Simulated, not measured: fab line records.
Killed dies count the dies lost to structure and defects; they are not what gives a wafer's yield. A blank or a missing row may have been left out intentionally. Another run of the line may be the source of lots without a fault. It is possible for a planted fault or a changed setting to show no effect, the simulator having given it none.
Lot-split experiment || flow n5-finfet || route with 1938 steps; 7 lots, 21 wafers read

== ABOUT THE SPLIT ==
At N5_PASSIVATION_EXPOSE_07 (exposes mask TV, defocus 0 nm, target cd 3000 nm), the setting dose-mj was moved away from the recipe's 22.75 on 5 of the 21 wafers read, by -4.5% to +6.2%. The other wafers ran this setting at the recipe's value.

== FROM THE SPLIT TO THE READING: what the file shows between them, 3 steps ==
- N5_PASSIVATION_PEB_08
- N5_PASSIVATION_DEVELOP_09: develop time 60 s
- N5_PASSIVATION_HARDBAKE_11: time 120 s

== THE READING ==
At N5_PASSIVATION_CD_MEAS_10: cd-nm in nanometres, against a target cd of 3000 nm. On this fab line, fault-free wafers typically give 2999.8 nm with a standard deviation of 1.6 nm.

{"wafer": "L079.1", "tool, chamber at the split": "krf-scanner-02, 0", "dose-mj as run": 22.75, "against the recipe": "recipe", "cd-nm, nm": 2999.2, "against lot-mates on the recipe": "-"}
{"wafer": "L079.2", "tool, chamber at the split": "krf-scanner-02, 0", "dose-mj as run": 24.15, "against the recipe": "+6.2%", "cd-nm, nm": 3010.9, "against lot-mates on the recipe": "+13.3"}
{"wafer": "L079.6", "tool, chamber at the split": "krf-scanner-02, 0", "dose-mj as run": 22.75, "against the recipe": "recipe", "cd-nm, nm": 2995.9, "against lot-mates on the recipe": "-"}
{"wafer": "L081.3", "tool, chamber at the split": "krf-scanner-02, 0", "dose-mj as run": 23.37, "against the recipe": "+2.7%", "cd-nm, nm": 3006.7, "against lot-mates on the recipe": "+5.4"}
{"wafer": "L081.5", "tool, chamber at the split": "krf-scanner-02, 0", "dose-mj as run": 22.75, "against the recipe": "recipe", "cd-nm, nm": 3003.2, "against lot-mates on the recipe": "-"}
{"wafer": "L081.6", "tool, chamber at the split": "krf-scanner-02, 0", "dose-mj as run": 22.75, "against the recipe": "recipe", "cd-nm, nm": 2999.3, "against lot-mates on the recipe": "-"}
{"wafer": "L082.1", "tool, chamber at the split": "krf-scanner-01, 0", "dose-mj as run": 22.75, "against the recipe": "recipe", "cd-nm, nm": 3000.7, "against lot-mates on the recipe": "-"}
{"wafer": "L082.2", "tool, chamber at the split": "krf-scanner-01, 0", "dose-mj as run": 22.75, "against the recipe": "recipe", "cd-nm, nm": 2999.1, "against lot-mates on the recipe": "-"}
{"wafer": "L082.3", "tool, chamber at the split": "krf-scanner-01, 0", "dose-mj as run": 23.38, "against the recipe": "+2.8%", "cd-nm, nm": 3004.1, "against lot-mates on the recipe": "+4.2"}
{"wafer": "L086.3", "tool, chamber at the split": "krf-scanner-02, 0", "dose-mj as run": 22.75, "against the recipe": "recipe", "cd-nm, nm": 2998.8, "against lot-mates on the recipe": "-"}
{"wafer": "L086.5", "tool, chamber at the split": "krf-scanner-02, 0", "dose-mj as run": 22.75, "against the recipe": "recipe", "cd-nm, nm": 2998.8, "against lot-mates on the recipe": "-"}
{"wafer": "L086.6", "tool, chamber at the split": "krf-scanner-02, 0", "dose-mj as run": 22.75, "against the recipe": "recipe", "cd-nm, nm": 2999.6, "against lot-mates on the recipe": "-"}
{"wafer": "L088.1", "tool, chamber at the split": "krf-scanner-02, 0", "dose-mj as run": 22.75, "against the recipe": "recipe", "cd-nm, nm": 2998.0, "against lot-mates on the recipe": "-"}
{"wafer": "L088.2", "tool, chamber at the split": "krf-scanner-02, 0", "dose-mj as run": 22.75, "against the recipe": "recipe", "cd-nm, nm": 2996.8, "against lot-mates on the recipe": "-"}
{"wafer": "L088.4", "tool, chamber at the split": "krf-scanner-02, 0", "dose-mj as run": 22.75, "against the recipe": "recipe", "cd-nm, nm": 2998.1, "against lot-mates on the recipe": "-"}
{"wafer": "L093.3", "tool, chamber at the split": "krf-scanner-02, 0", "dose-mj as run": 22.75, "against the recipe": "recipe", "cd-nm, nm": 3001.8, "against lot-mates on the recipe": "-"}
{"wafer": "L093.4", "tool, chamber at the split": "krf-scanner-02, 0", "dose-mj as run": 21.73, "against the recipe": "-4.5%", "cd-nm, nm": 2988.9, "against lot-mates on the recipe": -12.9}
{"wafer": "L093.5", "tool, chamber at the split": "krf-scanner-02, 0", "dose-mj as run": 22.75, "against the recipe": "recipe", "cd-nm, nm": 3001.8, "against lot-mates on the recipe": "-"}
{"wafer": "L095.1", "tool, chamber at the split": "krf-scanner-01, 0", "dose-mj as run": 24.1, "against the recipe": "+5.9%", "cd-nm, nm": 3011.9, "against lot-mates on the recipe": "+13.8"}
{"wafer": "L095.2", "tool, chamber at the split": "krf-scanner-01, 0", "dose-mj as run": 22.75, "against the recipe": "recipe", "cd-nm, nm": 2997.8, "against lot-mates on the recipe": "-"}
{"wafer": "L095.4", "tool, chamber at the split": "krf-scanner-01, 0", "dose-mj as run": 22.75, "against the recipe": "recipe", "cd-nm, nm": 2998.5, "against lot-mates on the recipe": "-"}

FIT RESULTS
A straight line over all 21 wafers: cd-nm changes by +2.11 nm for each +1% of dose-mj; r = +0.94; the points scatter about the line by 1.8 nm.
The same after taking each lot's own level away (the mean of its wafers on the recipe; 21 wafers): +2.33 nm for each +1%; r = +0.98; scatter 1.2 nm.
On that fit, the largest move of dose-mj shifts the reading by 14 nm.
Across the lots, their own levels run from 2997.55 to 3001.80 nm, a range of 2.7 times the standard deviation given above.
So the lot-to-lot level changes the slope little: the two slopes agree.
Check: for one of the wafers moved furthest among these (+6.2%), held out of the fit, the line's prediction against its lot-mates is +14.4 nm. Against them it came out at +13.3 nm.

== ADDITIONAL SPLITS CARRIED BY THESE WAFERS ==
Note: prior to the reading, these wafers also went through further splits. Each is held against what the fit with the lots' levels taken away leaves over:
{"other split on the same wafers": "N5_BEOL_M15_TRENCH_ETCH_34 time-s", "wafers away from the commonest value": 7, "r with cd-nm (lot level and that fit taken away)": -0.32}

== THE FILE'S OWN FIT ==
cd-nm changes by +2.28 nm for each +1% of dose-mj, r = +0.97.
